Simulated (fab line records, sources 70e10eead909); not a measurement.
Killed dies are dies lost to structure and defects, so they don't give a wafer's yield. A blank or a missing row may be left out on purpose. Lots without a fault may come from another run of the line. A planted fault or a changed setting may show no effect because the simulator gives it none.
fab line records | flow nand_harc | part 1 of 2: steps 1 to 20 of 29
record lots=5 wafers=15 last_day=24
route steps=1159 shown A_SGD_CUT@753 A_SLIT@779
lots that met no fault: from a run of the same line without faults
start_h: hours from the record's first day to the start of the lot's first wafer shown | wait_h: hours since the lot's step before | " the same as in the row above | L1.1+2: a row that stands for several wafers | - no value, or no start given | * or withheld: withheld | < > ~ a bound
route shown NAME@n: a module of which the file shows steps, and the number in the route of the first | usual: mean/standard deviation of fault-free wafers | same: alike in all rows | chamber/n: place in a boat | sites: the reading at each site | _std_site: their standard deviation | _edge_site: outer sites' mean less inner sites' | radius_mm: how far each site lies from the wafer's centre | mask NAME#n: copy n | behind: the tool/chamber that last shaped the wafer | hold: why the lot was held/for how many hours/how that ended | device: the transistor (n, p or np) that didn't switch | end of line: the same wafers' tests at the end of the route | a step without rows: its recipe alone | killed: dies lost to structure and defects at the first sort, not the wafer's yield | map: a wafer's dies, x killed, . not, _ none there
set.NAME: the setting as run; set.NAME@STEP: as run at that earlier step | model.NAME: the simulator's own value behind a step, which no gauge read
lots at some steps of the route; a table a step, a row a wafer
services: from which hour (start_h, from the record's first day; less than 0 if before it) a tool's chamber was out of use, for how many hours, and why
## steps
# step NHARC_A_SGD_CUT_SOFTBAKE_04
# recipe temp_c=105 time_s=55
# usual resist_line_temp_C=22.98/0.1
# same time_s=55
# columns lot.wafer tool chamber start_h wait_h resist_line_temp_C
L078.1 litho_track-06 0 - - 23.01
L078.3 " 0 " " 22.92
L078.6 " 0 " " 23.04
L082.1 litho_track-01 0 - - 22.84
L082.4 " 0 " " 22.76
L082.5 " 0 " " 22.74
L085.2 litho_track-04 0 - - 23.05
L085.5 " 0 " " 23.13
L085.6 " 0 " " 22.87
L093.1 litho_track-01 0 - - 23.10
L093.4 " 0 " " 22.86
L093.6 " 0 " " 22.86
L096.2 litho_track-06 0 - - 23.07
L096.3 " 0 " " 23.04
L096.5 " 0 " " 23.13
# step NHARC_A_SGD_CUT_EBR_05
# usual resist_line_temp_C=23.01/0.11
# columns lot.wafer tool chamber start_h wait_h resist_line_temp_C
L078.1 litho_track-06 0 - - 23.08
L078.3 " 0 " " 23.21
L078.6 " 0 " " 23.15
L082.1 litho_track-01 0 - - 23.08
L082.4 " 0 " " 23.11
L082.5 " 0 " " 23.05
L085.2 litho_track-04 0 - - 22.98
L085.5 " 0 " " 23.07
L085.6 " 0 " " 23.12
L093.1 litho_track-01 0 - - 23.05
L093.4 " 0 " " 22.96
L093.6 " 0 " " 22.98
L096.2 litho_track-06 0 - - 22.97
L096.3 " 0 " " 22.91
L096.5 " 0 " " 22.85
# step NHARC_A_SGD_CUT_EXPOSE_06
# recipe na=1.35 dose_mj=85.59 mask_id=SGD
# usual exposure_dose_mJ_cm2=85.52/0.095 stage_vel_mm_s=500.06/0.28
# columns lot.wafer tool chamber start_h wait_h mask exposure_dose_mJ_cm2 stage_vel_mm_s
L078.1 arfi_scanner-01 0 336.87 - SGD#0 85.56 499.96
L078.3 " 0 " " SGD#0 85.57 500.43
L078.6 " 0 " " SGD#0 85.54 500.28
L082.1 arfi_scanner-02 0 368.30 - SGD#0 85.41 499.24
L082.4 " 0 " " SGD#0 85.47 499.63
L082.5 " 0 " " SGD#0 85.48 499.33
L085.2 arfi_scanner-03 0 392.49 - SGD#0 85.57 499.98
L085.5 " 0 " " SGD#0 85.53 499.94
L085.6 " 0 " " SGD#0 85.58 500.14
L093.1 arfi_scanner-01 0 412.47 - SGD#0 85.56 499.81
L093.4 " 0 " " SGD#0 85.58 499.67
L093.6 " 0 " " SGD#0 85.37 499.80
L096.2 arfi_scanner-01 0 444.54 - SGD#0 85.55 500.48
L096.3 " 0 " " SGD#0 85.55 500.12
L096.5 " 0 " " SGD#0 85.60 500.16
# step NHARC_A_SGD_CUT_PEB_07
# recipe peb_temp_c=100 peb_time_s=65
# usual resist_line_temp_C=22.98/0.11
# columns lot.wafer tool chamber start_h wait_h resist_line_temp_C
L078.1 litho_track-06 0 336.93 0.1 22.97
L078.3 " 0 " " 23.18
L078.6 " 0 " " 23.14
L082.1 litho_track-06 0 368.36 0.1 23.05
L082.4 " 0 " " 22.88
L082.5 " 0 " " 23.06
L085.2 litho_track-04 0 392.55 0.1 22.96
L085.5 " 0 " " 23.00
L085.6 " 0 " " 22.97
L093.1 litho_track-01 0 412.53 0.1 22.93
L093.4 " 0 " " 22.92
L093.6 " 0 " " 22.92
L096.2 litho_track-06 0 444.60 0.1 23.02
L096.3 " 0 " " 22.80
L096.5 " 0 " " 22.83
# step NHARC_A_SGD_CUT_DEVELOP_08
# recipe develop_time_s=35 dev_temp_c=23
# usual resist_line_temp_C=22.99/0.096
# same develop_time_s=35
# columns lot.wafer tool chamber start_h wait_h resist_line_temp_C
L078.1 litho_track-06 0 - - 22.94
L078.3 " 0 " " 23.09
L078.6 " 0 " " 23.30
L082.1 litho_track-06 0 - - 23.01
L082.4 " 0 " " 23.06
L082.5 " 0 " " 22.97
L085.2 litho_track-04 0 - - 23.02
L085.5 " 0 " " 22.89
L085.6 " 0 " " 23.00
L093.1 litho_track-01 0 - - 23.10
L093.4 " 0 " " 22.93
L093.6 " 0 " " 22.87
L096.2 litho_track-06 0 - - 23.06
L096.3 " 0 " " 23.05
L096.5 " 0 " " 23.06
# step NHARC_A_SGD_CUT_CD_MEAS_09
# recipe target_cd_nm=100 landing_energy_ev=500
# usual cd_nm=100.3/0.45
# same landing_energy_ev=500
# columns lot.wafer tool chamber start_h wait_h cd_nm
L078.1 cd_sem-02 0 337.01 - 99.6
L078.3 " 0 " " 100.2
L078.6 " 0 " " 99.7
L082.1 cd_sem-01 0 368.44 - 100.4
L082.4 " 0 " " 99.8
L082.5 " 0 " " 100.2
L085.2 cd_sem-03 0 392.64 - 99.8
L085.5 " 0 " " 100.4
L085.6 " 0 " " 100.3
L093.1 cd_sem-02 0 412.61 - 100.5
L093.4 " 0 " " 100.1
L093.6 " 0 " " 99.9
L096.2 cd_sem-03 0 444.68 - 100.8
L096.3 " 0 " " 100.1
L096.5 " 0 " " 100.6
# step NHARC_A_SGD_CUT_OVL_MEAS_10
# usual overlay_x_nm=-0.2/0.76 overlay_y_nm=-0.1/0.77
# columns lot.wafer tool chamber start_h wait_h overlay_x_nm overlay_y_nm
L078.1 overlay-01 - 337.10 - -0.4 0.4
L078.3 " - " " -0.4 0.4
L078.6 " - " " -0.3 0.7
L082.1 overlay-01 - 368.53 - -1.1 -1.7
L082.4 " - " " -0.9 -1.4
L082.5 " - " " -1.2 -1.2
L085.2 overlay-01 - 392.72 - 0.1 -1.2
L085.5 " - " " 0.0 -0.8
L085.6 " - " " 0.0 -0.9
L093.1 overlay-01 - 412.70 - 1.3 -0.6
L093.4 " - " " 0.9 -0.6
L093.6 " - " " 0.7 -0.4
L096.2 overlay-01 - 444.77 - -0.6 -1.2
L096.3 " - " " 0.2 -1.1
L096.5 " - " " -0.2 -0.9
# step NHARC_A_SGD_CUT_INSPECT_11
# usual raw_defect_count=18/10
# columns lot.wafer tool chamber start_h wait_h raw_defect_count
L078.1 defect_inspect-02 - 337.14 0.0 27
L078.3 " - " " 26
L078.6 " - " " 35
L082.1 defect_inspect-01 - 368.57 0.0 21
L082.4 " - " " 31
L082.5 " - " " 47
L085.2 defect_inspect-01 - 392.76 0.0 14
L085.5 " - " " 18
L085.6 " - " " 17
L093.1 defect_inspect-01 - 412.74 0.0 39
L093.4 " - " " 26
L093.6 " - " " 30
L096.2 defect_inspect-01 - 444.80 0.0 7
L096.3 " - " " 17
L096.5 " - " " 7
# step NHARC_A_SGD_CUT_DESCUM_14
# recipe time_s=3 o2_flow_sccm=200 ar_flow_sccm=0 bias_power_w=0 chemistry=O2
# usual drypump_motor_current_A=5.53/0.24 oes_product_au=0.997/0.01 rf_vpp_V=57.9/0.83 showerhead_plenum_p_Torr=1.94/0.093 throttle_valve_pct=11.312/0.0092
# same time_s=3
# columns lot.wafer tool chamber start_h wait_h drypump_motor_current_A oes_product_au rf_hours_counter_h rf_vpp_V showerhead_plenum_p_Torr throttle_valve_pct
L078.1 rie_diel-09 3 337.21 0.1 5.54 1.002 7 57.3 1.82 11.321
L078.3 " 0 " " 5.42 0.987 7 58.4 1.94 11.296
L078.6 " 2 " " 5.79 1.010 - 59.2 1.79 11.323
L082.1 rie_diel-09 1 368.63 0.1 5.71 1.005 9 58.3 2.05 11.309
L082.4 " 2 " " 5.84 1.000 9 58.4 1.79 11.305
L082.5 " 2 " " 5.82 0.994 - 56.7 1.79 11.320
L085.2 rie_diel-06 0 392.82 0.1 5.18 1.006 9 58.0 1.97 11.322
L085.6 " 0 " " 5.16 1.009 - 57.4 1.97 11.329
L085.5 " 1 " " 5.84 0.988 - 58.4 2.06 11.305
L093.4 rie_diel-11 0 412.81 0.1 5.33 1.008 4 58.5 1.81 11.295
L093.1 " 2 " " 5.59 0.996 3 57.9 1.82 11.301
L093.6 " 0 " " 5.39 1.007 - 56.1 1.81 11.310
L096.2 rie_diel-06 3 444.86 0.1 5.43 0.975 2 57.9 2.02 11.326
L096.3 " 1 " " 5.85 0.982 1 58.6 2.06 11.303
L096.5 " 0 " " 5.17 0.999 - 58.0 1.97 11.305
# step NHARC_A_SGD_CUT_ETCH_58
# recipe target_depth_a=390 over_etch_frac=0.3 time_s=65 ion_energy_ev=80 cf4_flow_sccm=150 ar_flow_sccm=0 rf_w=300 bias_w=100 chemistry=CF4
# usual drypump_motor_current_A=5.51/0.22 oes_product_au=0.997/0.01 rf_fwd_power_W=297.4/1.3 rf_vpp_V=151.5/1.3 showerhead_plenum_p_Torr=1.78/0.077 throttle_valve_pct=13.284/0.0095
# same time_s=65
# columns lot.wafer tool chamber start_h wait_h drypump_motor_current_A oes_product_au rf_fwd_power_W rf_hours_counter_h rf_vpp_V showerhead_plenum_p_Torr throttle_valve_pct
L078.1 rie_diel-09 3 337.28 0.1 5.52 1.001 297.1 7 149.4 1.69 13.290
L078.3 " 0 " " 5.37 0.984 298.4 7 150.9 1.79 13.280
L078.6 " 0 " " 5.38 0.982 298.8 - 151.1 1.79 13.290
L082.1 rie_diel-09 3 368.71 0.1 5.56 1.008 299.5 10 149.9 1.69 13.277
L082.4 " 2 " " 5.80 0.991 296.8 9 151.2 1.66 13.291
L082.5 " 3 " " 5.57 1.000 299.7 - 149.9 1.69 13.275
L085.2 rie_diel-06 1 392.92 0.1 5.84 0.999 296.9 10 153.3 1.89 13.280
L085.5 " 3 " " 5.36 1.003 298.4 - 152.0 1.86 13.283
L085.6 " 0 " " 5.18 1.009 297.8 - 151.3 1.82 13.271
L093.1 rie_diel-11 2 412.88 0.1 5.61 0.980 297.2 3 151.6 1.69 13.281
L093.4 " 0 " " 5.40 1.001 298.5 5 150.0 1.68 13.305
L093.6 " 2 " " 5.56 0.988 296.9 - 149.4 1.69 13.281
L096.2 rie_diel-06 3 444.95 0.1 5.36 0.974 300.9 2 152.7 1.86 13.287
L096.3 " 0 " " 5.18 1.007 296.8 1 150.3 1.82 13.271
L096.5 " 3 " " 5.35 0.978 300.1 - 151.9 1.86 13.293
# step NHARC_A_SGD_CUT_ETCH_59
# recipe target_depth_a=2600 over_etch_frac=0.25 time_s=406.25 ion_energy_ev=200 n2_flow_sccm=150 h2_flow_sccm=150 ar_flow_sccm=0 rf_w=400 bias_w=150 chemistry=N2/H2
# usual drypump_motor_current_A=5.53/0.23 oes_product_au=0.996/0.01 rf_fwd_power_W=399.3/1.3 rf_vpp_V=431/3 showerhead_plenum_p_Torr=2.06/0.1 throttle_valve_pct=14.173/0.0095
# same time_s=406.25
# columns lot.wafer tool chamber start_h wait_h drypump_motor_current_A oes_product_au rf_fwd_power_W rf_hours_counter_h rf_vpp_V showerhead_plenum_p_Torr throttle_valve_pct
L078.3 rie_diel-09 2 - - 5.83 0.995 399.2 6 428 1.91 14.179
L078.1 " 1 " " 5.72 1.001 397.9 6 436 2.19 14.160
L078.6 " 2 " " 5.79 1.004 400.8 - 426 1.91 14.178
L082.1 rie_diel-09 3 - - 5.54 1.012 399.3 10 427 1.94 14.151
L082.4 " 0 " " 5.35 0.984 399.7 10 432 2.07 14.192
L082.5 " 2 " " 5.80 1.000 399.8 - 426 1.90 14.181
L085.2 rie_diel-06 1 - - 5.86 1.000 400.7 10 434 2.20 14.188
L085.6 " 1 " " 5.85 0.993 400.1 - 435 2.20 14.172
L085.5 " 2 " " 5.37 1.009 400.5 - 428 2.01 14.197
L093.1 rie_diel-11 0 - - 5.36 1.000 400.9 5 426 1.93 14.185
L093.4 " 1 " " 5.53 0.992 400.5 4 431 2.03 14.175
L093.6 " 0 " " 5.38 1.000 400.0 - 426 1.93 14.188
L096.2 rie_diel-06 0 - - 5.18 1.014 400.4 1 433 2.11 14.170
L096.3 " 2 " " 5.34 0.990 398.0 2 430 2.01 14.191
L096.5 " 3 " " 5.40 0.978 398.0 - 434 2.15 14.162
# step NHARC_A_SGD_CUT_ETCH_15
# recipe target_depth_a=750 time_s=64.3 ch3f_flow_sccm=50 o2_flow_sccm=30 ar_flow_sccm=200 rf_w=500 bias_w=100 chemistry=CH3F/O2
# usual drypump_motor_current_A=5.53/0.23 oes_product_au=0.961/0.015 rf_fwd_power_W=495.4/2 rf_vpp_V=264.3/1.8 showerhead_plenum_p_Torr=2.49/0.11 throttle_valve_pct=20.662/0.0089
# same time_s=64.3
# columns lot.wafer tool chamber start_h wait_h drypump_motor_current_A oes_product_au rf_fwd_power_W rf_hours_counter_h rf_vpp_V showerhead_plenum_p_Torr throttle_valve_pct
L078.3 rie_diel-09 0 - - 5.40 0.913 495.0 7 263.9 2.49 20.664
L078.1 " 3 " " 5.53 0.938 498.4 7 262.1 2.34 20.676
L078.6 " 0 " " 5.33 0.911 491.7 - 265.5 2.49 20.642
L082.1 rie_diel-09 1 - - 5.73 0.957 496.0 9 266.3 2.62 20.678
L082.4 " 3 " " 5.53 0.977 496.4 10 261.7 2.34 20.654
L082.5 " 2 " " 5.80 0.957 493.9 - 261.0 2.30 20.672
L085.2 rie_diel-06 3 - - 5.36 0.960 497.2 10 266.8 2.59 20.665
L085.5 " 0 " " 5.18 0.970 493.7 - 263.8 2.53 20.672
L085.6 " 1 " " 5.85 0.953 489.5 - 265.4 2.64 20.671
L093.1 rie_diel-11 3 - - 5.88 0.959 496.0 5 262.0 2.39 20.656
L093.4 " 1 " " 5.49 0.968 499.6 5 263.4 2.44 20.651
L093.6 " 3 " " 5.89 0.956 499.5 - 263.7 2.39 20.676
L096.3 rie_diel-06 3 - - 5.40 0.947 497.7 2 263.9 2.59 20.666
L096.2 " 0 " " 5.18 0.977 494.7 1 264.1 2.53 20.665
L096.5 " 3 " " 5.38 0.949 497.7 - 265.2 2.59 20.657
# step NHARC_A_SGD_CUT_ETCH_16
# recipe target_depth_a=3105 time_s=155.2 c4f8_flow_sccm=withheld o2_flow_sccm=8 ar_flow_sccm=withheld rf_w=600 bias_w=800 chemistry=C4F8/O2/Ar
# usual oes_product_au=0.969/0.014 rf_fwd_power_W=597.2/2 rf_vpp_V=724/4.9
# same time_s=155.2
# columns lot.wafer tool chamber start_h wait_h oes_product_au rf_fwd_power_W rf_hours_counter_h rf_vpp_V
L078.3 rie_diel-09 3 - - 0.949 597.4 7 718
L078.1 " 2 " " 0.942 597.3 6 717
L078.6 " 0 " " 0.946 599.9 - 724
L082.4 rie_diel-09 2 - - 0.978 596.9 9 718
L082.1 " 0 " " 0.963 598.5 10 725
L082.5 " 1 " " 0.980 598.5 - 731
L085.2 rie_diel-06 1 - - 0.957 597.6 10 731
L085.6 " 1 " " 0.951 595.9 - 730
L085.5 " 2 " " 0.985 597.7 - 722
L093.1 rie_diel-11 2 - - 0.975 593.6 3 717
L093.4 " 0 " " 0.974 599.1 5 717
L093.6 " 1 " " 0.973 597.3 - 723
L096.3 rie_diel-06 3 - - 0.956 599.2 2 728
L096.2 " 0 " " 0.964 600.1 2 725
L096.5 " 2 " " 0.971 596.3 - 721
# step NHARC_A_SGD_CUT_STRIP_60
# recipe c4f8_flow_sccm=withheld o2_flow_sccm=8 ar_flow_sccm=withheld bias_w=0 chemistry=C4F8/O2/Ar
# columns lot.wafer tool chamber start_h wait_h
L078.3+1+6 rie_diel-09 2,0,2 - -
L082.4+1+5 rie_diel-09 1,3,1 - -
L085.2+5+6 rie_diel-06 2,3,0 - -
L093.1+4+6 rie_diel-11 0,1,1 - -
L096.3+2+5 rie_diel-06 1,3,1 - -
# step NHARC_A_SGD_CUT_STRIP_17
# recipe o2_flow_sccm=500 ar_flow_sccm=0 bias_w=0 chemistry=O2
# usual drypump_motor_current_A=5.55/0.23 oes_product_au=0.996/0.009 rf_vpp_V=58.0/0.89 showerhead_plenum_p_Torr=3.55/0.16 throttle_valve_pct=17.038/0.0088
# columns lot.wafer tool chamber start_h wait_h drypump_motor_current_A oes_product_au rf_hours_counter_h rf_vpp_V showerhead_plenum_p_Torr throttle_valve_pct
L078.1 rie_diel-09 1 - - 5.73 0.999 7 57.4 3.76 17.039
L078.3 " 0 " " 5.36 0.993 7 58.5 3.58 17.041
L078.6 " 1 " " 5.70 1.010 - 59.1 3.76 17.050
L082.4 rie_diel-09 3 - - 5.56 1.011 10 56.8 3.37 17.042
L082.1 " 0 " " 5.39 1.000 10 58.3 3.57 17.029
L082.5 " 0 " " 5.34 0.984 - 59.6 3.57 17.047
L085.2 rie_diel-06 0 - - 5.18 1.003 10 56.8 3.63 17.040
L085.5 " 3 " " 5.41 0.991 - 58.6 3.71 17.038
L085.6 " 0 " " 5.18 1.002 - 58.5 3.63 17.050
L093.1 rie_diel-11 2 - - 5.63 0.999 3 57.0 3.37 17.037
L093.4 " 0 " " 5.39 1.006 5 57.4 3.35 17.036
L093.6 " 3 " " 5.90 0.995 - 57.7 3.43 17.033
L096.2 rie_diel-06 0 - - 5.17 1.004 2 58.8 3.63 17.042
L096.3 " 1 " " 5.86 0.987 2 59.1 3.77 17.035
L096.5 " 0 " " 5.17 0.998 - 57.5 3.63 17.036
# step NHARC_A_SGD_CUT_PRECLEAN_18
# recipe time_s=* temp_c=50 bath_age_min=0 chemistry=SC1
# usual bath_heat_duty_pct=7.3/0.97 diw_flow_mL_min=1415/4.3 h2o2_flow_mL_min=56.61/0.16
# same time_s=*
# columns lot.wafer tool chamber start_h wait_h bath_heat_duty_pct diw_flow_mL_min h2o2_flow_mL_min
L078.1 wet_bench-03 1 338.18 - 5.6 1415 56.83
L078.6 " 2 " " 6.3 1415 56.84
L078.3 " 4 " " 5.9 1420 56.38
L082.4 wet_bench-06 2 369.84 - 6.4 1414 56.77
L082.5 " 3 " " 8.1 1409 56.46
L082.1 " 4 " " 6.7 1415 56.72
L085.2 wet_bench-02 5 393.80 - 6.1 1417 56.30
L085.6 " 6 " " 8.0 1410 56.48
L085.5 " 0 " " 8.4 1415 57.00
L093.1 wet_bench-02 4 413.78 - 6.9 1415 56.40
L093.6 " 5 " " 5.8 1412 56.68
L093.4 " 6 " " 7.9 1413 56.99
L096.3 wet_bench-03 0 445.83 - 5.6 1405 56.38
L096.5 " 2 " " 7.5 1412 56.48
L096.2 " 5 " " 7.8 1415 56.70
# step NHARC_A_SGD_CUT_SRD_19
# columns lot.wafer tool chamber start_h wait_h
L078.1+6+3 wet_bench-03 1,2,4 - -
L082.4+5+1 wet_bench-06 2,3,4 - -
L085.2+6+5 wet_bench-02 5,6,0 - -
L093.1+6+4 wet_bench-02 4,5,6 - -
L096.3+5+2 wet_bench-03 0,2,5 - -
# step NHARC_A_SGD_CUT_DEP_20
# recipe target_thk_a=1500 temp_c=65 material=SiO2
# columns lot.wafer tool chamber start_h wait_h
L078.1+3+6 fcvd-02 0,1,0 338.32 -
L082.1+4+5 fcvd-02 1 369.97 -
L085.2+6+5 fcvd-01 1,0,1 393.96 -
L093.1+4+6 fcvd-01 0,1,1 413.92 -
L096.2+3+5 fcvd-02 0,1,0 445.97 -
# step NHARC_A_SGD_CUT_ANNEAL_27
# recipe temp_c=450 time_s=1800
# usual zone_power_centre_pct=5.7/0.43
# same time_s=1800
# columns lot.wafer tool chamber start_h wait_h zone_power_centre_pct
L078.1 furnace-02 0 343.45 5.1 6.9
L078.3 " 0 " " 7.1
L078.6 " 0 " " 7.1
L082.1 furnace-04 0 373.08 3.1 5.4
L082.4 " 0 " " 5.3
L082.5 " 0 " " 5.3
L085.2 furnace-08 0 396.52 2.5 5.6
L085.5 " 0 " " 5.7
L085.6 " 0 " " 5.6
L093.1 furnace-08 0 421.82 7.9 5.6
L093.4 " 0 " " 5.7
L093.6 " 0 " " 5.6
L096.2 furnace-04 0 449.09 3.1 5.3
L096.3 " 0 " " 5.3
L096.5 " 0 " " 5.3
# step NHARC_A_SGD_CUT_CMP_21
# recipe target_thk_nm=148.19
# usual motor_current_A=11.8/0.89 time_to_endpoint_s=50.3/2.9
# columns lot.wafer tool chamber start_h wait_h motor_current_A time_to_endpoint_s
L078.3 cmp-02 0 344.89 0.4 13.4 49.2
L078.1 " 2 " " 10.6 52.1
L078.6 " 0 " " 14.1 52.6
L082.4 cmp-02 1 374.54 0.4 11.8 52.7
L082.1 " 2 " " 10.6 53.9
L082.5 " 1 " " 11.5 54.3
L085.2 cmp-02 1 398.20 0.6 11.8 50.7
L085.5 " 2 " " 10.0 49.7
L085.6 " 3 " " 12.1 50.2
L093.1 cmp-02 3 423.26 0.4 12.0 49.2
L093.4 " 2 " " 10.4 50.4
L093.6 " 0 " " 13.3 45.3
L096.2 cmp-01 2 450.52 0.4 10.8 47.5
L096.3 " 3 " " 11.3 47.3
L096.5 " 2 " " 11.1 46.3
